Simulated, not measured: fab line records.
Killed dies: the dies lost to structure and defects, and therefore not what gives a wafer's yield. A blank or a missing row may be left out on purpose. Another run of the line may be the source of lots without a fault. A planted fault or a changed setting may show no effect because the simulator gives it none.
Struck lot and sound lot, side by side / flow nand_harc / 15 steps out of a route of 1302
Sound: wafers L278.4, L278.5, L278.6. Wafers L266.1, L266.5 were the ones struck. The cause is named last.
Per side, at each step with rows, come the tool, then ch with its chambers, and then its first start. Under that, the readings that differ: sound wafers / struck wafers / difference of the means / sigmas: that difference in standard deviations of wafers without a fault.
alike: words and numbers the same on both sides, and readings whose means are apart by under 2 such deviations; not compared: readings that were withheld, readings missing a value for some wafer, numbers with overlapping values and no deviation given by the record, and bounds like >300 which may hide the same value.
Wherever a step has rows on one side only, a row that says differs or no value, or a row with sigmas, the two part there. When numbers do not overlap yet have no deviation, they are printed without sigmas and do not part them. A reading missing from all wafers of one side parts the sides only when that side holds two or more wafers.

first, 7 steps without rows for these wafers: NHARC_A_CONTACT_COAT_62 (time 65 s); NHARC_A_CONTACT_COAT_63 (resist thk 90 nm); NHARC_A_CONTACT_SOFTBAKE_64 (time 55 s); NHARC_A_CONTACT_EBR_65; NHARC_A_CONTACT_EXPOSE_66 (exposes mask A CC 2); NHARC_A_CONTACT_PEB_67 (peb time 65 s); NHARC_A_CONTACT_DEVELOP_68 (develop time 35 s).
NHARC_A_CONTACT_CD_MEAS_69 targets a cd of 300 nm.
  sound on cd_sem-02 ch 0, day 29 18:47; struck on cd_sem-02 ch 0, day 25 19:38
  alike: cd_nm
NHARC_A_CONTACT_OVL_MEAS_70:
  sound on overlay-02, day 29 18:52; struck on overlay-02, day 25 19:44
  alike: overlay_x_nm, overlay_y_nm
NHARC_A_CONTACT_INSPECT_71:
  sound on defect_inspect-02, day 29 18:54; struck on defect_inspect-02, day 25 19:46
  alike: raw_defect_count
NHARC_A_CONTACT_DESCUM_74: chemistry O2, time 3 s.
  sound on rie_diel-03 ch 0,1,3, day 29 18:59; struck on rie_diel-11 ch 2,3, day 25 19:52
  alike: drypump_motor_current_A, oes_product_au, rf_vpp_V, showerhead_plenum_p_Torr, throttle_valve_pct
  not compared: rf_hours_counter_h
NHARC_A_CONTACT_ETCH_75: etches the open film in CF4, target depth 39 nm, time 65 s.
  sound on rie_diel-03 ch 0,1,3, day 29 19:04; struck on rie_diel-11 ch 2,3, day 25 19:58
reading=run_length_s (s); sound=86.2 86.0 85.7; struck=87.6 87.0; difference=+1.3; sigmas=+3
  alike: cf4_flow_sccm, drypump_motor_current_A, oes_product_au, rf_vpp_V, showerhead_plenum_p_Torr, throttle_valve_pct
  not compared: rf_hours_counter_h
NHARC_A_CONTACT_ETCH_76: etches the open film in N2/H2, target depth 260 nm, time 475.3 s.
  sound on rie_diel-03 ch 1,2, day 29 19:10; struck on rie_diel-11 ch 2, day 25 20:10
reading=rf_vpp_V (V); sound=429.3 428.9 430.4; struck=436.3 436.1; difference=+6.7; sigmas=+3
reading=run_length_s (s); sound=496.6 496.8 496.1; struck=361.6 361.1; difference=-135.1; sigmas=-99 or more
reading=showerhead_plenum_p_Torr (Torr); sound=1.98 1.98 2.12; struck=2.20 2.20; difference=+0.17; sigmas=+2
  alike: drypump_motor_current_A, oes_product_au, throttle_valve_pct
  not compared: rf_hours_counter_h
NHARC_A_CONTACT_ETCH_77: etches the open film in CF4/CHF3, target depth 108.9 nm, time 54.5 s.
  sound on rie_diel-03 ch 0,1,2; struck on rie_diel-11 ch 2,3
reading=oes_product_au (a.u.); sound=0.973 0.956 0.957; struck=0.930 0.915; difference=-0.039; sigmas=-2
reading=run_length_s (s); sound=76.0 75.5 75.7; struck=76.5 77.0; difference=+1.0; sigmas=+2
  alike: cf4_flow_sccm, drypump_motor_current_A, rf_vpp_V, showerhead_plenum_p_Torr, throttle_valve_pct
  not compared: rf_hours_counter_h
-- jump in the record: it breaks off in module A_CONTACT and resumes in module END (first step shown: number 1302 of the route), and 3 days separate the struck wafers' starts before and after --
NHARC_END_SORT_01:
  only the struck wafers appear in the record here, on prober-01 ch 0 at day 29 00:11; the sound ones have no rows

== WHERE THEY PART ==
Last at NHARC_END_SORT_01 as far as this record goes, first at NHARC_A_CONTACT_ETCH_75.

WHY: what the simulator had put in
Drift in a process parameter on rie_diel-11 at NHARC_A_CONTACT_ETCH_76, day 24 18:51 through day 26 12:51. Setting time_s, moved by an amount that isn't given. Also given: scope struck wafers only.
